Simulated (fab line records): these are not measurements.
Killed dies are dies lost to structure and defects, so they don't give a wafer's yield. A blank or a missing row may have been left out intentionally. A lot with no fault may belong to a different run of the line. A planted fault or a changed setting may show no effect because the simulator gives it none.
Chamber matching -- flow n5-finfet -- N5_HKMG_FIN_CMP_94 on cmp-02 has 4 sister chambers
The step polishes, stops on SiNx, t overpolish 4.7 s, target thk 43.299 nm. 8 wafers are shown with their chamber, then 7 later ones without.

WAFERS WITH THEIR CHAMBER
wafer,chamber,motor-current-A (A),retaining-ring-pressure-frac
L074.4,2,12.3,0.994
L081.3,3,13.0,0.992
L086.2,1,10.4,0.997
L086.3,3,13.1,0.993
L089.1,0,10.9,0.993
L091.2,2,11.9,1.001
L091.3,1,10.8,0.998
L091.4,0,10.4,0.997

WAFERS WITH NO CHAMBER GIVEN
wafer,motor-current-A (A),retaining-ring-pressure-frac
L093.2,13.2,0.997
L093.4,10.8,1.004
L095.1,10.5,1.003
L095.3,11.3,0.995
L095.4,13.5,1.004
L097.1,13.0,0.999
L097.4,10.9,1.005

EACH ONE'S CHAMBER
wafer,from the rows above,in truth
L093.2,3,3
L093.4,can't be placed: 1 or 0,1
L095.1,can't be placed: 1 or 0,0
L095.3,can't be placed: 0 or 1 or 2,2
L095.4,can't be placed: 3 or 2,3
L097.1,can't be placed: 3 or 2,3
L097.4,can't be placed: 1 or 0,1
Placed correctly: 1 of 7. From these rows, 6 cannot be placed; in 6 the true chamber is one of the candidates. Number placed wrongly: 0.
How it was worked out, from the rows above alone: a wafer's distance from a chamber is the root of the sum, over the readings, of the square of ((its reading less the chamber's mean) divided by the reading's scatter). If the next closest chamber is less than 2 further off than the closest, the wafer can't be placed; otherwise it belongs to the closest. A chamber's mean is the mean of its shown wafers. The scatter: take each reading less its chamber's mean, square it, sum over the shown wafers, divide by the number of wafers less the number of chambers, and take the root.
